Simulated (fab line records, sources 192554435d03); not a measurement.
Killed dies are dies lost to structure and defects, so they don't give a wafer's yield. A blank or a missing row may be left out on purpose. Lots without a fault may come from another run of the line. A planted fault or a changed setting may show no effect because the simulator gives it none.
fab line records | flow n5_finfet | part 1 of 2: steps 1 to 21 of 28
record lots=5 wafers=15 last_day=17
route steps=1938 shown BEOL_M8@1348
lots that met no fault: from a run of the same line without faults
start_h: hours from the record's first day to the start of the lot's first wafer shown | wait_h: hours since the lot's step before | " the same as in the row above | L1.1+2: a row that stands for several wafers | - no value, or no start given | * or withheld: withheld | < > ~ a bound
route shown NAME@n: a module of which the file shows steps, and the number in the route of the first | usual: mean/standard deviation of fault-free wafers | same: alike in all rows | chamber/n: place in a boat | sites: the reading at each site | _std_site: their standard deviation | _edge_site: outer sites' mean less inner sites' | radius_mm: how far each site lies from the wafer's centre | mask NAME#n: copy n | behind: the tool/chamber that last shaped the wafer | hold: why the lot was held/for how many hours/how that ended | device: the transistor (n, p or np) that didn't switch | end of line: the same wafers' tests at the end of the route | a step without rows: its recipe alone | killed: dies lost to structure and defects at the first sort, not the wafer's yield | map: a wafer's dies, x killed, . not, _ none there
set.NAME: the setting as run; set.NAME@STEP: as run at that earlier step | model.NAME: the simulator's own value behind a step, which no gauge read
lots at some steps of the route; a table a step, a row a wafer
services: from which hour (start_h, from the record's first day; less than 0 if before it) a tool's chamber was out of use, for how many hours, and why
## steps
# step N5_BEOL_M8_DESCUM_16
# recipe chemistry=O2 time_s=7.9 source_power_w=50 bias_power_w=20 pressure_mtorr=20 rf_frequency_hz=2.712e+07 temp_c=40 resist=CAR-ArF o2_flow_sccm=225
# usual drypump_motor_current_A=5.8/0.4 oes_product_au=0.82/0.093 rf_vpp_V=243.1/1.4 showerhead_plenum_p_Torr=2.08/0.062 throttle_valve_pct=20.48/0.27
# columns lot.wafer tool chamber start_h wait_h drypump_motor_current_A oes_product_au rf_hours_counter_h rf_vpp_V showerhead_plenum_p_Torr throttle_valve_pct
L075.2 rie_diel-01 1 231.20 0.2 5.5 0.87 45 242.9 2.05 20.59
L075.4 " 3 " " 5.2 0.70 - 241.6 1.97 20.45
L075.6 " 0 " " 6.0 0.69 - 244.0 2.17 20.92
L076.1 rie_diel-05 2 238.47 0.3 5.1 0.79 113 245.0 2.18 20.31
L076.3 " 1 " " 5.8 0.87 44 242.5 2.06 20.68
L076.4 " 0 " " 6.5 0.70 220 243.4 2.08 20.90
L084.2 rie_diel-04 2 292.55 0.0 6.0 0.87 42 243.4 2.10 20.35
L084.4 " 0 " " 5.7 0.79 112 242.4 2.04 20.73
L084.5 " 3 " " 6.0 0.69 - 242.1 1.99 20.31
L091.2 rie_diel-05 1 336.83 0.0 5.8 0.82 78 241.8 2.05 20.73
L091.3 " 3 " " 6.6 0.91 34 245.2 2.12 20.10
L091.5 " 3 " " 6.6 0.90 - 242.7 2.12 20.11
L094.3 rie_diel-05 3 347.53 0.0 6.6 0.90 37 243.5 2.12 20.10
L094.5 " 2 " " 5.1 0.76 - 245.6 2.17 20.38
L094.6 " 1 " " 5.8 0.81 - 242.4 2.05 20.73
# step N5_BEOL_M8_ETCH_61
# recipe chemistry=CF4 target=SiARC target_depth_a=455 mask_material=CAR-ArF time_s=75.8 ion_energy_ev=80 pressure_mtorr=40 source_w=545 bias_w=36 Ar_flow_sccm=100 cf4_flow_sccm=100 ends=cleared
# usual cf4_flow_sccm=99.99/0.29 drypump_motor_current_A=5.8/0.4 etch_rf_on_time_s=76.4/1.9 mfc_ar_sccm=99.99/0.29 oes_product_au=0.70/0.079 rf_vpp_V=183.8/1.2 showerhead_plenum_p_Torr=2.13/0.069 throttle_valve_pct=15.63/0.22
# columns lot.wafer tool chamber start_h wait_h cf4_flow_sccm drypump_motor_current_A etch_rf_on_time_s mfc_ar_sccm oes_product_au rf_hours_counter_h rf_vpp_V showerhead_plenum_p_Torr throttle_valve_pct
L075.2 rie_diel-01 1 231.23 0.0 99.99 5.5 75.9 99.95 0.75 45 183.0 2.10 15.73
L075.4 " 3 " " 99.83 5.2 76.6 100.10 0.60 - 182.7 2.05 15.83
L075.6 " 0 " " 99.54 6.0 80.6 99.77 0.58 - 183.4 2.21 16.03
L076.1 rie_diel-05 2 238.50 0.0 100.13 5.1 78.2 100.35 0.66 113 184.4 2.26 15.62
L076.3 " 1 " " 100.40 5.8 74.5 99.91 0.73 44 183.1 2.10 15.61
L076.4 " 0 " " 100.29 6.4 76.3 99.66 0.60 220 184.2 2.10 15.91
L084.2 rie_diel-04 2 292.59 0.0 99.98 6.0 74.4 99.18 0.74 42 184.2 2.18 15.61
L084.4 " 0 " " 100.34 5.7 77.2 99.93 0.67 112 182.8 2.06 15.68
L084.5 " 3 " " 99.88 6.0 75.5 100.17 0.60 - 183.3 2.02 15.46
L091.2 rie_diel-05 1 336.87 0.0 100.29 5.8 75.3 99.93 0.69 79 182.2 2.08 15.70
L091.3 " 3 " " 100.04 6.6 75.8 99.89 0.78 34 183.4 2.18 15.32
L091.5 " 3 " " 100.50 6.5 76.1 99.90 0.78 - 185.4 2.18 15.32
L094.3 rie_diel-05 3 347.57 0.0 100.20 6.6 74.8 99.98 0.78 37 185.5 2.18 15.32
L094.5 " 2 " " 99.77 5.1 76.5 99.91 0.64 - 184.6 2.24 15.71
L094.6 " 1 " " 100.42 5.8 73.5 99.51 0.69 - 183.4 2.08 15.72
# step N5_BEOL_M8_ETCH_62
# recipe chemistry=N2/H2 target=SOC target_depth_a=1100 overetch_a=220 mask_material=SiARC temp_c=40 time_s=165 ion_energy_ev=200 pressure_mtorr=30 source_w=840 bias_w=150 n2_flow_sccm=200 h2_flow_sccm=200
# usual drypump_motor_current_A=5.8/0.4 oes_product_au=0.69/0.073 rf_vpp_V=523.5/2.5 showerhead_plenum_p_Torr=2.53/0.083 throttle_valve_pct=17.87/0.27
# columns lot.wafer tool chamber start_h wait_h drypump_motor_current_A oes_product_au rf_hours_counter_h rf_vpp_V showerhead_plenum_p_Torr throttle_valve_pct
L075.2 rie_diel-01 1 231.29 0.0 5.5 0.74 45 523.1 2.47 17.90
L075.4 " 3 " " 5.2 0.60 - 520.0 2.40 17.89
L075.6 " 0 " " 6.0 0.60 - 525.4 2.63 18.28
L076.1 rie_diel-05 2 238.56 0.0 5.1 0.67 113 527.5 2.68 17.83
L076.3 " 1 " " 5.8 0.71 44 521.9 2.49 18.03
L076.4 " 0 " " 6.4 0.59 220 522.2 2.53 18.47
L084.2 rie_diel-04 2 292.64 0.0 6.1 0.73 42 524.1 2.59 17.95
L084.4 " 0 " " 5.7 0.67 112 520.6 2.46 18.05
L084.5 " 3 " " 6.0 0.58 - 520.7 2.41 17.73
L091.2 rie_diel-05 1 336.92 0.0 5.8 0.67 79 522.7 2.48 18.09
L091.3 " 3 " " 6.6 0.77 34 524.5 2.59 17.52
L091.5 " 3 " " 6.6 0.76 - 523.5 2.59 17.53
L094.3 rie_diel-05 3 347.62 0.0 6.6 0.76 37 524.3 2.58 17.52
L094.5 " 2 " " 5.1 0.64 - 528.2 2.66 17.88
L094.6 " 1 " " 5.8 0.68 - 522.8 2.47 18.12
# step N5_BEOL_M8_STRIP_68
# recipe chemistry=N2/H2 temp_c=40 n2_flow_sccm=200 h2_flow_sccm=200 rf_frequency_hz=6e+07
# columns lot.wafer tool chamber start_h wait_h
L075.2+4+6 rie_diel-01 1,3,0 231.42 0.1
L076.1+3+4 rie_diel-05 2,1,0 238.70 0.1
L084.2+4+5 rie_diel-04 2,0,3 292.78 0.1
L091.2+3+5 rie_diel-05 1,3,3 337.06 0.1
L094.3+5+6 rie_diel-05 3,2,1 347.76 0.1
# step N5_BEOL_M8_STRIP_67
# recipe chemistry=CF4 resist=SiARC power_w=300 bias_power_w=75 pressure_mtorr=50 cf4_flow_sccm=150 rf_frequency_hz=6e+07
# usual cf4_flow_sccm=150.0/0.47 drypump_motor_current_A=5.8/0.4 oes_product_au=0.82/0.087 rf_vpp_V=270.7/1.5 showerhead_plenum_p_Torr=1.79/0.058 throttle_valve_pct=13.59/0.24
# columns lot.wafer tool chamber start_h wait_h cf4_flow_sccm drypump_motor_current_A oes_product_au rf_hours_counter_h rf_vpp_V showerhead_plenum_p_Torr throttle_valve_pct
L075.2 rie_diel-01 1 231.43 0.0 149.9 5.5 0.87 45 268.8 1.77 13.69
L075.4 " 3 " " 149.6 5.2 0.70 - 268.0 1.72 13.82
L075.6 " 0 " " 150.8 5.9 0.71 - 271.3 1.86 14.04
L076.1 rie_diel-05 2 238.71 0.0 149.6 5.1 0.78 113 271.3 1.88 13.57
L076.3 " 1 " " 150.4 5.7 0.84 44 270.2 1.76 13.57
L076.4 " 0 " " 149.3 6.5 0.70 220 269.1 1.76 13.90
L084.2 rie_diel-04 2 292.79 0.0 150.6 6.0 0.86 42 271.2 1.83 13.55
L084.4 " 0 " " 150.0 5.7 0.79 112 270.3 1.72 13.61
L084.5 " 3 " " 149.7 5.9 0.70 - 268.1 1.69 13.47
L091.2 rie_diel-05 1 337.07 0.0 149.8 5.8 0.81 79 271.1 1.75 13.63
L091.3 " 3 " " 149.6 6.6 0.90 34 271.0 1.82 13.26
L091.5 " 3 " " 149.7 6.6 0.91 - 272.2 1.82 13.24
L094.3 rie_diel-05 3 347.77 0.0 150.5 6.6 0.90 37 273.6 1.82 13.26
L094.5 " 2 " " 149.8 5.1 0.76 - 272.4 1.87 13.65
L094.6 " 1 " " 150.2 5.7 0.79 - 270.4 1.75 13.66
# step N5_BEOL_M8_HM_OPEN_17
# recipe chemistry=Cl2/BCl3 target_depth_a=200 overetch_a=60 target=TiN mask_material=SOC ion_energy_ev=150 pressure_mtorr=10 icp_w=1000 bias_w=126 Cl2_flow_sccm=53.25 bcl3_flow_sccm=21.75 Ar_flow_sccm=25
# usual drypump_motor_current_A=6.0/0.45 mfc_ar_sccm=25.01/0.075 oes_product_au=0.66/0.069 throttle_valve_pct=22.12/0.15
# columns lot.wafer tool chamber start_h wait_h drypump_motor_current_A mfc_ar_sccm oes_product_au rf_hours_counter_h throttle_valve_pct
L075.2 rie_metal-03 0 231.48 0.0 5.2 25.11 0.79 4 22.25
L075.4 " 1 " " 5.9 24.99 0.60 - 22.07
L075.6 " 0 " " 5.2 25.01 0.79 - 22.26
L076.1 rie_metal-01 0 238.75 0.0 6.7 25.06 0.67 31 22.01
L076.3 " 1 " " 5.7 25.03 0.56 - 22.26
L076.4 " 0 " " 6.7 25.08 0.68 - 22.01
L084.2 rie_metal-02 1 292.83 0.0 6.1 25.03 0.72 19 22.21
L084.4 " 1 " " 6.1 25.00 0.72 - 22.19
L084.5 " 0 " " 6.3 24.92 0.66 - 21.83
L091.2 rie_metal-01 0 337.11 0.0 6.6 24.95 0.65 40 22.03
L091.3 " 1 " " 5.7 24.93 0.55 - 22.29
L091.5 " 1 " " 5.7 24.93 0.55 - 22.27
L094.3 rie_metal-01 1 347.84 0.1 5.7 24.89 0.55 - 22.28
L094.5 " 1 " " 5.7 25.01 0.54 - 22.29
L094.6 " 0 " " 6.6 24.95 0.65 - 22.04
# step N5_BEOL_M8_STRIP_19
# recipe chemistry=O2 power_w=400 temp_c=40 pressure_mtorr=30 rf_frequency_hz=6e+07 bias_power_w=0 overash_fraction=0.2 o2_flow_sccm=225
# usual drypump_motor_current_A=5.9/0.43 oes_product_au=0.81/0.089 rf_vpp_V=3.6/0.6 showerhead_plenum_p_Torr=2.09/0.06 throttle_valve_pct=16.70/0.26
# columns lot.wafer tool chamber start_h wait_h drypump_motor_current_A oes_product_au rf_hours_counter_h rf_vpp_V showerhead_plenum_p_Torr throttle_valve_pct
L075.2 rie_diel-01 3 231.59 0.1 5.2 0.71 228 4.9 1.97 16.72
L075.4 " 0 " " 6.0 0.69 - 4.1 2.18 17.16
L075.6 " 3 " " 5.2 0.70 - 3.8 1.97 16.74
L076.1 rie_diel-05 0 238.86 0.1 6.4 0.70 220 2.7 2.08 17.10
L076.3 " 2 " " 5.1 0.79 113 3.9 2.19 16.59
L076.4 " 3 " " 6.6 0.99 5 3.9 2.14 16.29
L084.2 rie_diel-05 3 292.95 0.1 6.6 0.92 21 3.7 2.13 16.32
L084.4 " 0 " " 6.5 0.68 239 4.1 2.08 17.14
L084.5 " 1 " " 5.8 0.84 - 5.3 2.06 16.85
L091.2 rie_diel-05 1 337.22 0.1 5.8 0.81 79 4.3 2.05 16.88
L091.3 " 2 " " 5.1 0.75 148 3.0 2.17 16.64
L091.5 " 1 " " 5.8 0.82 - 3.3 2.05 16.88
L094.3 rie_diel-05 2 347.92 0.1 5.1 0.75 152 3.1 2.17 16.65
L094.5 " 2 " " 5.1 0.76 - 4.6 2.17 16.65
L094.6 " 3 " " 6.6 0.90 - 3.3 2.13 16.35
# step N5_BEOL_M8_CD_MEAS_18
# recipe pitch_nm=80 target_cd_nm=40
# usual cd_nm=40.0/0.64
# columns lot.wafer tool chamber start_h wait_h cd_nm
L075.2 cd_sem-02 - 231.66 0.1 39.9
L075.4 " - " " 40.2
L075.6 " - " " 39.2
L076.1 cd_sem-03 - 238.93 0.0 39.6
L076.3 " - " " 39.0
L076.4 " - " " 39.8
L084.2 cd_sem-01 - 293.02 0.1 40.6
L084.4 " - " " 39.5
L084.5 " - " " 41.0
L091.2 cd_sem-03 - 337.29 0.1 40.6
L091.3 " - " " 40.8
L091.5 " - " " 41.0
L094.3 cd_sem-01 - 347.99 0.1 39.8
L094.5 " - " " 39.9
L094.6 " - " " 40.8
# step N5_BEOL_M8_COAT_63
# recipe resist=SOC temp_c=250 time_s=60 spin_rpm=1500 resist_thk_nm=60
# columns lot.wafer tool chamber start_h wait_h
L075.2+4+6 litho_track-05 0 231.69 0.0
L076.1+3+4 litho_track-05 0 239.26 0.3
L084.2+4+5 litho_track-01 0 296.18 3.2
L091.2+3+5 litho_track-01 0 340.11 2.8
L094.3+5+6 litho_track-04 0 351.93 3.9
# step N5_BEOL_M8_COAT_64
# recipe resist=SiARC temp_c=220 time_s=60 spin_rpm=1500 resist_thk_nm=12
# columns lot.wafer tool chamber start_h wait_h
L075.2+4+6 litho_track-05 0 - -
L076.1+3+4 litho_track-05 0 - -
L084.2+4+5 litho_track-01 0 - -
L091.2+3+5 litho_track-01 0 - -
L094.3+5+6 litho_track-04 0 - -
# step N5_BEOL_M8_COAT_71
# recipe resist=underlayer temp_c=205 time_s=60 spin_rpm=1500 resist_thk_nm=5
# columns lot.wafer tool chamber start_h wait_h
L075.2+4+6 litho_track-05 0 - -
L076.1+3+4 litho_track-05 0 - -
L084.2+4+5 litho_track-01 0 - -
L091.2+3+5 litho_track-01 0 - -
L094.3+5+6 litho_track-04 0 - -
# step N5_BEOL_M8_COAT_22
# recipe resist=CAR-EUV spin_rpm=1500 resist_thk_nm=30
# columns lot.wafer tool chamber start_h wait_h
L075.2+4+6 litho_track-05 0 - -
L076.1+3+4 litho_track-05 0 - -
L084.2+4+5 litho_track-01 0 - -
L091.2+3+5 litho_track-01 0 - -
L094.3+5+6 litho_track-04 0 - -
# step N5_BEOL_M8_EBR_24
# recipe solvent=PGMEA ebr_width_mm=1.5
# columns lot.wafer tool chamber start_h wait_h
L075.2+4+6 litho_track-05 0 - -
L076.1+3+4 litho_track-05 0 - -
L084.2+4+5 litho_track-01 0 - -
L091.2+3+5 litho_track-01 0 - -
L094.3+5+6 litho_track-04 0 - -
# step N5_BEOL_M8_SOFTBAKE_23
# recipe temp_c=110 time_s=60 resist=CAR-EUV
# columns lot.wafer tool chamber start_h wait_h
L075.2+4+6 litho_track-05 0 - -
L076.1+3+4 litho_track-05 0 - -
L084.2+4+5 litho_track-01 0 - -
L091.2+3+5 litho_track-01 0 - -
L094.3+5+6 litho_track-04 0 - -
# step N5_BEOL_M8_EXPOSE_25
# recipe mask_id=V7 na=0.33 source_shape=annular sigma_inner=0.4 sigma_outer=0.8 polarization=unpolarized target_cd_nm=40 dose_mj=42.5
# columns lot.wafer tool chamber start_h wait_h mask
L075.2+4+6 euv_scanner-01 0 231.96 - V7#0
L076.1+3+4 euv_scanner-02 0 239.52 - V7#0
L084.2+4+5 euv_scanner-02 0 296.33 - V7#0
L091.2+3+5 euv_scanner-01 0 340.38 - V7#0
L094.3+5+6 euv_scanner-02 0 352.08 - V7#0
# step N5_BEOL_M8_PEB_26
# recipe peb_temp_c=100 peb_time_s=60 resist=CAR-EUV
# columns lot.wafer tool chamber start_h wait_h
L075.2+4+6 litho_track-01 0 232.02 0.1
L076.1+3+4 litho_track-05 0 239.58 0.1
L084.2+4+5 litho_track-01 0 296.39 0.1
L091.2+3+5 litho_track-01 0 340.44 0.1
L094.3+5+6 litho_track-01 0 352.14 0.0
# step N5_BEOL_M8_DEVELOP_27
# recipe develop_time_s=30 developer=TMAH resist=CAR-EUV rinse_liquid=surfactant_rinse dry=air_spin dev_temp_c=23
# columns lot.wafer tool chamber start_h wait_h
L075.2+4+6 litho_track-01 0 - -
L076.1+3+4 litho_track-05 0 - -
L084.2+4+5 litho_track-01 0 - -
L091.2+3+5 litho_track-01 0 - -
L094.3+5+6 litho_track-01 0 - -
# step N5_BEOL_M8_CD_MEAS_28
# recipe target_cd_nm=40 landing_energy_ev=500 detector=se_inlens
# usual cd_nm=40.02/0.24
# same landing_energy_ev=500
# columns lot.wafer tool chamber start_h wait_h cd_nm
L075.2 cd_sem-03 0 232.09 - 39.78
L075.4 " 0 " " 40.17
L075.6 " 0 " " 40.56
L076.1 cd_sem-03 0 239.65 - 39.67
L076.3 " 0 " " 40.15
L076.4 " 0 " " 39.76
L084.2 cd_sem-03 0 296.45 - 40.16
L084.4 " 0 " " 39.96
L084.5 " 0 " " 40.22
L091.2 cd_sem-02 0 340.50 - 40.21
L091.3 " 0 " " 39.80
L091.5 " 0 " " 39.98
L094.3 cd_sem-02 0 352.21 - 40.15
L094.5 " 0 " " 40.25
L094.6 " 0 " " 39.92
# step N5_BEOL_M8_OVL_MEAS_29
# recipe points_per_wafer=522
# usual V7_OVL=0.3/0.74
# columns lot.wafer tool chamber start_h wait_h V7_OVL[nm]
L075.2 overlay-01 0 232.12 0.0 -0.8
L075.4 " 0 " " 0.9
L075.6 " 0 " " 0.8
L076.1 overlay-01 0 239.68 0.0 -0.8
L076.3 " 0 " " -0.1
L076.4 " 0 " " 0.2
L084.2 overlay-02 0 296.49 0.0 0.6
L084.4 " 0 " " -0.9
L084.5 " 0 " " -0.4
L091.2 overlay-02 0 340.54 0.0 0.7
L091.3 " 0 " " 0.3
L091.5 " 0 " " 0.6
L094.3 overlay-01 0 352.25 0.0 -1.1
L094.5 " 0 " " 0.9
L094.6 " 0 " " 0.2
# step N5_BEOL_M8_INSPECT_30
# recipe mode=adi inspect_instrument=brightfield
# usual raw_defect_count=467/91
# columns lot.wafer tool chamber start_h wait_h raw_defect_count
L075.2 defect_inspect-02 - 232.18 0.0 452
L075.4 " - " " 548
L075.6 " - " " 520
L076.1 defect_inspect-01 - 239.74 0.1 538
L076.3 " - " " 476
L076.4 " - " " 425
L084.2 defect_inspect-01 - 296.54 0.0 483
L084.4 " - " " 372
L084.5 " - " " 421
L091.2 defect_inspect-02 - 340.59 0.0 497
L091.3 " - " " 467
L091.5 " - " " 522
L094.3 defect_inspect-02 - 352.29 0.0 604
L094.5 " - " " 405
L094.6 " - " " 465
# step N5_BEOL_M8_DESCUM_33
# recipe chemistry=O2 time_s=7 source_power_w=50 bias_power_w=20 pressure_mtorr=20 rf_frequency_hz=2.712e+07 temp_c=40 resist=CAR-EUV o2_flow_sccm=225
# usual drypump_motor_current_A=5.8/0.35 oes_product_au=0.82/0.098 rf_vpp_V=242.8/1.3 showerhead_plenum_p_Torr=2.08/0.069 throttle_valve_pct=20.46/0.26
# columns lot.wafer tool chamber start_h wait_h drypump_motor_current_A oes_product_au rf_hours_counter_h rf_vpp_V showerhead_plenum_p_Torr throttle_valve_pct
L075.2 rie_diel-01 0 232.23 0.1 6.0 0.70 216 243.8 2.17 20.93
L075.4 " 1 " " 5.5 0.88 - 241.8 2.05 20.58
L075.6 " 3 " " 5.2 0.70 - 241.3 1.97 20.44
L076.1 rie_diel-01 0 239.77 0.0 6.0 0.68 219 245.0 2.17 20.97
L076.3 " 3 " " 5.2 0.70 231 241.9 1.97 20.44
L076.4 " 3 " " 5.2 0.70 - 241.9 1.97 20.42
L084.2 rie_diel-04 1 296.58 0.0 5.8 0.84 68 243.8 2.12 20.10
L084.4 " 3 " " 6.0 0.69 222 242.8 1.99 20.33
L084.5 " 0 " " 5.7 0.79 - 241.5 2.04 20.73
L091.2 rie_diel-01 0 340.98 0.4 6.0 1.03 0 244.9 2.16 20.57
L091.3 " 3 " " 5.2 0.95 10 246.1 2.22 20.13
L091.5 " 1 " " 5.5 0.82 - 242.2 2.03 20.65
L094.3 rie_diel-04 1 352.38 0.1 5.8 0.81 86 243.1 2.11 20.12
L094.5 " 3 " " 5.9 0.68 - 241.1 1.98 20.35
L094.6 " 2 " " 6.1 0.84 - 243.9 2.10 20.37
